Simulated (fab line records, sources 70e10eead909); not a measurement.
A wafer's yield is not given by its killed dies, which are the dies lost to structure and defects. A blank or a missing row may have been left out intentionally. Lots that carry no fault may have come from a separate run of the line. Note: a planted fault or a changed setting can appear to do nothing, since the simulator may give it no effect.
Commonality check across tools || flow nand-harc || 39 wafers sampled across 13 lots

REASON FOR OPENING
At NHARC_P_GATE_CD_MEAS_26 the reading cd-nm is flagged on 1 of 13 lots. Wafers without a fault read 120.4 nm, standard deviation 0.91.
Rule: a lot gets a flag if all its wafers with a number sit over 4 standard deviations from that mean, or if no wafer of it has a number. The rest of the lots are taken to be sound.

{"lot": "L526", "measured": "day 5 09:34", "on": "cd-sem-03", "cd-nm (nm), wafer by wafer": "120.2 119.8 120.3", "flag": ""}
{"lot": "L527", "measured": "day 5 22:58", "on": "cd-sem-01", "cd-nm (nm), wafer by wafer": "120.2 120.3 120.6", "flag": ""}
{"lot": "L528", "measured": "day 6 17:22", "on": "cd-sem-01", "cd-nm (nm), wafer by wafer": "120.5 119.6 119.7", "flag": ""}
{"lot": "L530", "measured": "day 7 02:54", "on": "cd-sem-01", "cd-nm (nm), wafer by wafer": "121.3 119.2 121.0", "flag": ""}
{"lot": "L531", "measured": "day 7 14:43", "on": "cd-sem-01", "cd-nm (nm), wafer by wafer": "90.0 89.0 90.0", "flag": "FLAGGED"}
{"lot": "L532", "measured": "day 7 19:12", "on": "cd-sem-03", "cd-nm (nm), wafer by wafer": "119.9 119.6 119.6", "flag": ""}
{"lot": "L542", "measured": "day 12 14:07", "on": "cd-sem-01", "cd-nm (nm), wafer by wafer": "122.2 121.9 120.8", "flag": ""}
{"lot": "L543", "measured": "day 12 22:19", "on": "cd-sem-02", "cd-nm (nm), wafer by wafer": "120.0 120.7 118.5", "flag": ""}
{"lot": "L544", "measured": "day 13 04:35", "on": "cd-sem-01", "cd-nm (nm), wafer by wafer": "120.2 119.9 118.6", "flag": ""}
{"lot": "L545", "measured": "day 13 08:46", "on": "cd-sem-02", "cd-nm (nm), wafer by wafer": "120.2 120.1 120.3", "flag": ""}
{"lot": "L546", "measured": "day 13 20:20", "on": "cd-sem-01", "cd-nm (nm), wafer by wafer": "119.8 120.6 120.4", "flag": ""}
{"lot": "L547", "measured": "day 14 05:51", "on": "cd-sem-01", "cd-nm (nm), wafer by wafer": "119.2 120.8 120.8", "flag": ""}
{"lot": "L548", "measured": "day 14 10:49", "on": "cd-sem-03", "cd-nm (nm), wafer by wafer": "119.6 119.7 121.5", "flag": ""}
The mean of the flagged lots' numbers is 89.7 nm, -30.7 nm from the usual (-34 standard deviations).

LOT BY LOT: THE TOOL USED
The record holds 2 process steps before the reading, out of a route of 1302 steps. Cell contents, in order: the tool; ch with the chambers the sampled wafers went through; the start.
{"lot": "L526", "flag": "", "NHARC_P_STI_CMP_21": "cmp-01 ch 0,2, day 4 02:32", "NHARC_P_GATE_EXPOSE_23": "arfi-scanner-03 ch 0, day 5 09:25"}
{"lot": "L527", "flag": "", "NHARC_P_STI_CMP_21": "cmp-03 ch 0,1,2, day 4 12:35", "NHARC_P_GATE_EXPOSE_23": "arfi-scanner-01 ch 0, day 5 22:50"}
{"lot": "L528", "flag": "", "NHARC_P_STI_CMP_21": "cmp-03 ch 0,2, day 5 02:44", "NHARC_P_GATE_EXPOSE_23": "arfi-scanner-02 ch 0, day 6 17:14"}
{"lot": "L530", "flag": "", "NHARC_P_STI_CMP_21": "cmp-01 ch 0,1,3, day 5 18:07", "NHARC_P_GATE_EXPOSE_23": "arfi-scanner-02 ch 0, day 7 02:46"}
{"lot": "L531", "flag": "FLAGGED", "NHARC_P_STI_CMP_21": "cmp-03 ch 0,1,3, day 6 04:07", "NHARC_P_GATE_EXPOSE_23": "arfi-scanner-02 ch 0, day 7 14:34"}
{"lot": "L532", "flag": "", "NHARC_P_STI_CMP_21": "cmp-01 ch 0,1,3, day 6 12:10", "NHARC_P_GATE_EXPOSE_23": "arfi-scanner-02 ch 0, day 7 19:04"}
{"lot": "L542", "flag": "", "NHARC_P_STI_CMP_21": "cmp-01 ch 0,3, day 10 20:49", "NHARC_P_GATE_EXPOSE_23": "arfi-scanner-02 ch 0, day 12 13:59"}
{"lot": "L543", "flag": "", "NHARC_P_STI_CMP_21": "cmp-02 ch 0,1,2, day 11 09:23", "NHARC_P_GATE_EXPOSE_23": "arfi-scanner-02 ch 0, day 12 22:10"}
{"lot": "L544", "flag": "", "NHARC_P_STI_CMP_21": "cmp-03 ch 0,1,2, day 11 15:40", "NHARC_P_GATE_EXPOSE_23": "arfi-scanner-01 ch 0, day 13 04:27"}
{"lot": "L545", "flag": "", "NHARC_P_STI_CMP_21": "cmp-01 ch 0,1,3, day 11 23:54", "NHARC_P_GATE_EXPOSE_23": "arfi-scanner-01 ch 0, day 13 08:38"}
{"lot": "L546", "flag": "", "NHARC_P_STI_CMP_21": "cmp-01 ch 0,3, day 12 08:33", "NHARC_P_GATE_EXPOSE_23": "arfi-scanner-01 ch 0, day 13 20:13"}
{"lot": "L547", "flag": "", "NHARC_P_STI_CMP_21": "cmp-02 ch 0,1,3, day 12 21:47", "NHARC_P_GATE_EXPOSE_23": "arfi-scanner-01 ch 0, day 14 05:43"}
{"lot": "L548", "flag": "", "NHARC_P_STI_CMP_21": "cmp-03 ch 0,1,2, day 13 04:38", "NHARC_P_GATE_EXPOSE_23": "arfi-scanner-02 ch 0, day 14 10:40"}
What the steps here do:
- NHARC_P_STI_CMP_21: polishes, t overpolish 20 s, target thk 380.67 nm.
- NHARC_P_GATE_EXPOSE_23: exposes mask P GATE, target cd 120 nm.
- NHARC_P_GATE_CD_MEAS_26: target cd 120 nm.

FLAGGED OVER TOTAL, TOOL BY TOOL (the gauges that took the reading come last)
{"step": "NHARC_P_STI_CMP_21", "tool": "cmp-01", "lots run": 6, "flagged": 0, "share of the flagged lots": "none", "sound lots run after its first flagged lot": "-"}
{"step": "NHARC_P_STI_CMP_21", "tool": "cmp-02", "lots run": 2, "flagged": 0, "share of the flagged lots": "none", "sound lots run after its first flagged lot": "-"}
{"step": "NHARC_P_STI_CMP_21", "tool": "cmp-03", "lots run": 5, "flagged": 1, "share of the flagged lots": "all", "sound lots run after its first flagged lot": "2 (L544,L548)"}
{"step": "NHARC_P_GATE_EXPOSE_23", "tool": "arfi-scanner-01", "lots run": 5, "flagged": 0, "share of the flagged lots": "none", "sound lots run after its first flagged lot": "-"}
{"step": "NHARC_P_GATE_EXPOSE_23", "tool": "arfi-scanner-02", "lots run": 7, "flagged": 1, "share of the flagged lots": "all", "sound lots run after its first flagged lot": "4 (L532,L542,L543,L548)"}
{"step": "NHARC_P_GATE_EXPOSE_23", "tool": "arfi-scanner-03", "lots run": 1, "flagged": 0, "share of the flagged lots": "none", "sound lots run after its first flagged lot": "-"}
{"step": "NHARC_P_GATE_CD_MEAS_26", "tool": "cd-sem-01", "lots run": 8, "flagged": 1, "share of the flagged lots": "all", "sound lots run after its first flagged lot": "4 (L542,L544,L546,L547)"}
{"step": "NHARC_P_GATE_CD_MEAS_26", "tool": "cd-sem-02", "lots run": 2, "flagged": 0, "share of the flagged lots": "none", "sound lots run after its first flagged lot": "-"}
{"step": "NHARC_P_GATE_CD_MEAS_26", "tool": "cd-sem-03", "lots run": 3, "flagged": 0, "share of the flagged lots": "none", "sound lots run after its first flagged lot": "-"}

WHAT IS ALLOWED BY THE TABLE
All flagged lots were run by 3 table rows, namely cmp-03 at NHARC_P_STI_CMP_21, arfi-scanner-02 at NHARC_P_GATE_EXPOSE_23, cd-sem-01 at NHARC_P_GATE_CD_MEAS_26.
- cmp-03 at NHARC_P_STI_CMP_21: 1 of its 5 lots flagged. Lots that were sound ran on it after the first flagged one (L544, L548); a persistent fault on the entire tool would not allow that.
- arfi-scanner-02 at NHARC_P_GATE_EXPOSE_23: 1 of its 7 lots flagged. Lots that were sound ran on it after the first flagged one (L532, L542, L543, L548); a persistent fault on the entire tool would not allow that.
- cd-sem-01 at NHARC_P_GATE_CD_MEAS_26: 1 of its 8 lots flagged. Lots that were sound ran on it after the first flagged one (L542, L544, L546, L547); a persistent fault on the entire tool would not allow that.
There is no row in the table that ran each flagged lot and no sound lot after the first.

WHAT THE SIMULATOR HAD PUT IN
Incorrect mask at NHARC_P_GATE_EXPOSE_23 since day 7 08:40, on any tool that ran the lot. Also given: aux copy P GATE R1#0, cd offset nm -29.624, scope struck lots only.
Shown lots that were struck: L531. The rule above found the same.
